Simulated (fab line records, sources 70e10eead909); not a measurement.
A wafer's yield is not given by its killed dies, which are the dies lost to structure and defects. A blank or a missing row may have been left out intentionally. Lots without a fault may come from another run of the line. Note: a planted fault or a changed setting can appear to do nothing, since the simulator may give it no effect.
A struck lot beside a sound one :: flow nandHarc :: 16 out of 1159 route steps
Sound: these wafers, L618.3, L618.5, L618.6. Wafers struck: L624.1, L624.5, L624.6. The cause is named last.
At each step with rows: each side's tool, then ch and its chambers, then its first start. Under that, the readings that differ: sound wafers :: struck wafers :: difference of the means :: sigmas: that difference in standard deviations of wafers without a fault.
alike: a reading whose means differ by less than 2 such deviations, as well as words and numbers matching on both sides. not compared: withheld readings; readings where some wafer has no value; bounds like >300 that might hide an equal value; numbers whose values overlap and for which the record gives no deviation.
A row with sigmas, a row that says differs or no value, or rows on one side alone: a step with any of these is where the two part. Numbers that have no deviation but don't overlap get no sigmas and don't part them. A reading missing from all wafers of one side parts the sides only when that side holds two or more wafers.

first, 1 step without rows for these wafers: NHARC_A_CONTACT_ETCH_139 (etches the open film in C4F8/O2/Ar, time 137 s, target depth 590 nm).
NHARC_A_CONTACT_ETCH_92: etches the open film in CH3F/O2, target depth 40 nm, time 85.7 s.
  sound on rieDiel-12 ch 0,2,3, day 19 22:27; struck on rieDiel-12 ch 0,2,3, day 22 14:52
  alike: drypumpMotorCurrentA, oesProductAu, rfVppV, showerheadPlenumPTorr, throttleValvePct
  not compared: rfHoursCounterH
NHARC_A_CONTACT_ETCH_98: etches the open film in C4F6/O2, target depth 20 nm, time 10 s.
  sound on rieDiel-12 ch 1,2,3; struck on rieDiel-12 ch 1,2,3
  alike: drypumpMotorCurrentA, oesProductAu, rfVppV, showerheadPlenumPTorr, throttleValvePct
  not compared: rfHoursCounterH
NHARC_A_CONTACT_CD_MEAS_15:
  sound: cdSem-03 at day 19 22:38; struck: cdSem-02 at day 22 15:03
  alike: cdNm
then, 4 steps without rows for these wafers: NHARC_A_CONTACT_STRIP_107 (strips in N2/H2); NHARC_A_CONTACT_STRIP_108 (strips in CF4/CHF3); NHARC_A_CONTACT_STRIP_109 (strips in O2/COS); NHARC_A_CONTACT_ETCH_110 (etches the open film in CF4/O2, target depth 50 nm, overetch 5 nm, time 27.5 s).
NHARC_A_CONTACT_STRIP_26: strips in O2.
  sound on rieDiel-12 ch 1,2; struck on rieDiel-12 ch 0,2,3
  alike: drypumpMotorCurrentA, oesProductAu, rfVppV, showerheadPlenumPTorr, throttleValvePct
  not compared: rfHoursCounterH
then, 1 step without rows for these wafers: NHARC_A_CONTACT_STRIP_27 (strips in post etch residue remover, time 600 s).
NHARC_A_CONTACT_ALD_18: deposits TiN, target thk 3 nm, pulse time 1 s, ald cycles 150.
  sound on aldMetal-01 ch 0,3, day 19 23:34; struck on aldMetal-03 ch 0,1,2, day 22 16:15
  alike: heaterPowerW, precursorPulseHeightRel
NHARC_A_CONTACT_CVD_19: deposits W, target thk 300 nm, time 802 s.
  sound on cvdW-01 ch 0,1; struck on cvdW-01 ch 0,1
  alike: chamberPressureTorr, heaterPowerW, throttleValvePct
NHARC_A_CONTACT_CMP_20: polishes, t overpolish 30 s, target thk 300 nm.
  sound on cmp-02 ch 1,2, day 20 00:40; struck on cmp-04 ch 0,2,3, day 22 23:11
  no value came back on the struck wafers for edgeZonePressureFrac, motorCurrentA (A), overpolishRunS (s), timeToEndpointS (s); on the sound wafers edgeZonePressureFrac reads 1.008 1.002 0.996
then, 1 step without rows for these wafers: NHARC_A_CONTACT_SRD_22.
NHARC_A_CONTACT_INSPECT_23:
  sound: defectInspect-01 at day 20 01:04; struck: defectInspect-02 at day 22 23:31
reading: rawDefectCount
sound: 298 496 430
struck: 2607 2853 2780
difference: +2339
sigmas: +21
NHARC_END_SORT_01:
  here the record holds rows for the struck wafers (prober-01 ch 0, day 24 18:49) but none for the sound ones

WHERE THEY PART
First at NHARC_A_CONTACT_CMP_20; last, within this record, at NHARC_END_SORT_01.

WHY: the cause the simulator had injected
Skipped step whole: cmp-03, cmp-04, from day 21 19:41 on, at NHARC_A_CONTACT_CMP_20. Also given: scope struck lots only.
